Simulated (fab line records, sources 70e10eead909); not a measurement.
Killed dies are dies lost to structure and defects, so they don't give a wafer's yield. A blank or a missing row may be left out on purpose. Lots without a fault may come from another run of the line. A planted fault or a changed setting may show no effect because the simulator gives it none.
A struck lot beside a sound one | flow nand_harc | 22 steps out of a route of 1159
Sound: wafers L233.3, L233.4, L233.6. Struck: wafers L246.1, L246.3, L246.6. The cause comes at the end.
At each step with rows: each side's tool, then ch and its chambers, then its first start. Under that, the readings that differ: sound wafers | struck wafers | difference of the means | sigmas: that difference in standard deviations of wafers without a fault.
alike: readings whose means differ by less than 2 such deviations, and words and numbers that are the same on both sides. not compared: withheld readings, readings that some wafer has no value for, bounds like >300 that may hide the same value, and numbers for which the record gives no deviation and whose values overlap.
The two part at a step that has a row with sigmas, a row that says differs or no value, or rows on one side only. Numbers that don't overlap but have no deviation are shown without sigmas and don't part them. A reading that every wafer of one side lacks parts them only if that side has two wafers or more.

NHARC_A_CONTACT_CMP_20: polishes, t overpolish 30 s, target thk 300 nm.
  sound on cmp-04 ch 2,3, day 17 04:32; struck on cmp-01 ch 0,2,3, day 20 05:10
  alike: motor_current_A, overpolish_run_s, time_to_endpoint_s
then, 1 step without rows for these wafers: NHARC_A_CONTACT_SRD_22.
NHARC_A_CONTACT_INSPECT_23:
  sound on defect_inspect-02, day 17 04:56; struck on defect_inspect-02, day 20 05:35
  reading          | sound       | struck      | difference | sigmas
  raw_defect_count | 306 364 422 | 900 485 656 | +316       | +3
then, 8 steps without rows for these wafers: NHARC_A_BLC_DEHYDRATE_00 (time 120 s); NHARC_A_BLC_HMDS_01 (time 30 s); NHARC_A_BLC_COAT_02 (time 75 s); NHARC_A_BLC_COAT_03 (time 65 s); NHARC_A_BLC_COAT_04 (resist thk 90 nm); NHARC_A_BLC_SOFTBAKE_05 (time 55 s); NHARC_A_BLC_EBR_06; NHARC_A_BLC_EXPOSE_07 (exposes mask A BLC, target cd 100 nm).
NHARC_A_BLC_PEB_08: peb time 65 s.
  sound on litho_track-01 ch 0, day 17 05:22; struck on litho_track-06 ch 0, day 20 05:54
  alike: resist_line_temp_C
then, 1 step without rows for these wafers: NHARC_A_BLC_DEVELOP_09 (develop time 35 s).
NHARC_A_BLC_CD_MEAS_10: target cd 100 nm.
  sound on cd_sem-02 ch 0, day 17 05:26; struck on cd_sem-01 ch 0, day 20 05:59
  reading    | sound             | struck            | difference | sigmas
  cd_nm (nm) | 101.8 100.4 100.8 | 114.3 112.4 112.5 | +12.1      | +15
NHARC_A_BLC_OVL_MEAS_11:
  sound on overlay-01, day 17 05:32; struck on overlay-02, day 20 06:04
  reading           | sound       | struck         | difference | sigmas
  overlay_y_nm (nm) | 0.7 0.7 0.6 | -0.8 -1.6 -1.3 | -1.9       | -2
  alike: overlay_x_nm
NHARC_A_BLC_INSPECT_12:
  sound on defect_inspect-02, day 17 05:34; struck on defect_inspect-02, day 20 06:06
  alike: raw_defect_count
NHARC_A_BLC_DESCUM_15: chemistry O2, time 3 s.
  sound on rie_diel-08 ch 0,1,3, day 17 05:38; struck on rie_diel-08 ch 0,3, day 20 06:10
  reading                | sound             | struck            | difference | sigmas
  model.A_BLC.cd_nm (nm) | 102.5 100.8 100.7 | 114.6 113.9 113.2 | +12.6      |
  alike: drypump_motor_current_A, o2_flow_sccm, oes_product_au, rf_vpp_V, showerhead_plenum_p_Torr, throttle_valve_pct
  not compared: rf_hours_counter_h
NHARC_A_BLC_ETCH_16: etches the open film in CF4, target depth 39 nm, time 65 s.
  sound on rie_diel-08 ch 0,1,3, day 17 05:43; struck on rie_diel-08 ch 0,1,3, day 20 06:15
  alike: drypump_motor_current_A, oes_product_au, rf_vpp_V, showerhead_plenum_p_Torr, throttle_valve_pct
  not compared: rf_hours_counter_h
NHARC_A_BLC_ETCH_17: etches the open film in N2/H2, target depth 390 nm, time 609.38 s.
  sound on rie_diel-08 ch 0,2,3; struck on rie_diel-08 ch 0,1
  alike: drypump_motor_current_A, oes_product_au, rf_vpp_V, showerhead_plenum_p_Torr, throttle_valve_pct
  not compared: rf_hours_counter_h
NHARC_A_BLC_ETCH_18: etches the open film in C4F8/O2/Ar, target depth 910 nm.
  sound on rie_diel-08 ch 0,2,3; struck on rie_diel-08 ch 1,2,3
  reading                | sound             | struck            | difference | sigmas
  model.A_BLC.cd_nm (nm) | 104.6 101.7 103.8 | 115.7 113.2 119.9 | +12.9      |
  alike: oes_product_au, rf_vpp_V
  not compared: rf_hours_counter_h
NHARC_A_BLC_CD_MEAS_19:
  sound on cd_sem-02, day 17 06:36; struck on cd_sem-01, day 20 07:08
  reading    | sound       | struck      | difference | sigmas
  cd_nm (nm) | 105 102 103 | 116 113 120 | +13        | +4
-- the record jumps here: 2 days lie between the struck wafers' starts before and after (it left off in module A_BLC and takes up again in module END, whose first step shown is number 1159 of the route) --
NHARC_END_SORT_01:
  the record has rows for the struck wafers here (prober-02 ch 0, day 22 10:59) and none for the sound ones

WHERE THEY PART
First at NHARC_A_CONTACT_INSPECT_23; last, within this record, at NHARC_END_SORT_01.

WHY: what the simulator had put in
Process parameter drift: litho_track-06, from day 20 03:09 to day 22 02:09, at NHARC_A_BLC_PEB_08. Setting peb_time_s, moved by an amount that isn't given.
